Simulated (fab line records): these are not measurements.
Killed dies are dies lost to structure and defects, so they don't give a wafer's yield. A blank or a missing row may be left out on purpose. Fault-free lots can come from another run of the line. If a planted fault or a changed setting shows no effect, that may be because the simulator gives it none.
The tool behind it: which one? :: flow nand_harc :: 7 lots, 20 wafers sampled, at 2 steps of a route of 1159

== WHAT THE GAUGES READ, wafer by wafer ==
NHARC_A_ONON_D1_THK_MEAS_27: measures by ellipsometry.
lot: L911
measured: day 8 04:31
on: film_metro-02
thk_nm (nm): 994 996 996

lot: L914
measured: day 8 17:20
on: film_metro-02
thk_nm (nm): 1009 1010 1011

lot: L916
measured: day 9 03:05
on: film_metro-01
thk_nm (nm): 1009 1004 1008

lot: L923
measured: day 11 05:55
on: film_metro-01
thk_nm (nm): 1463 1462

lot: L928
measured: day 12 02:11
on: film_metro-01
thk_nm (nm): 1005 1004 1003

lot: L931
measured: day 12 23:20
on: film_metro-02
thk_nm (nm): 1000 1001 1001

lot: L932
measured: day 13 08:39
on: film_metro-01
thk_nm (nm): 1004 1005 1005

== WHICH TOOL RAN EACH LOT (tool, then ch and the chambers of the sampled wafers, then the start) ==
lot: L911
NHARC_A_ONON_D1_DEP_25: pecvd_onon-02 ch 0, day 8 03:59

lot: L914
NHARC_A_ONON_D1_DEP_25: pecvd_onon-03 ch 0, day 8 16:49

lot: L916
NHARC_A_ONON_D1_DEP_25: pecvd_onon-04 ch 0, day 9 02:38

lot: L923
NHARC_A_ONON_D1_DEP_25: pecvd_onon-02 ch 0, day 11 05:35

lot: L928
NHARC_A_ONON_D1_DEP_25: pecvd_onon-03 ch 0, day 12 01:40

lot: L931
NHARC_A_ONON_D1_DEP_25: pecvd_onon-04 ch 0, day 12 22:56

lot: L932
NHARC_A_ONON_D1_DEP_25: pecvd_onon-04 ch 0, day 13 08:08
- NHARC_A_ONON_D1_DEP_25: target thk 1000 nm.

== THE ANSWER, worked out from the rows above alone ==
Rule: the usual values come from the lots themselves. Put in order of their means at a reading, lots are off if they are a third of the lots or fewer, leave a main group of 4 or more, and stand apart from it by a gap of 3 or more times the standard deviation of the main group's means; of several such gaps the widest counts. A main group whose means are all the same, to the digits that the tables above print for the reading, isn't used. Also off: a lot with no number at a reading for which 4 or more lots have one. Where the step has rows for the other lots, those lots are counted as sound.
Off at NHARC_A_ONON_D1_THK_MEAS_27 (thk_nm): L923. Mean 1004 nm and standard deviation 4.7 in the main group.
A tool fits if, at a process step before that reading, it ran every lot that is off, and no sound lot after the first of them. Gauges at NHARC_A_ONON_D1_THK_MEAS_27: tried the same way as those tools. One fits: pecvd_onon-02 at NHARC_A_ONON_D1_DEP_25. Its last sound lot is L911 (day 8 03:59), its first lot that is off L923 (day 11 05:35): a fault that began between those two fits.

== WHAT THE SIMULATOR HAD INSERTED ==
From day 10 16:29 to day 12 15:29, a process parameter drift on pecvd_onon-02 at NHARC_A_ONON_D1_DEP_25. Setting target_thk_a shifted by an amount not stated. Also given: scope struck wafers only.
Struck lots among those shown: L923. The same result came from the rule above.
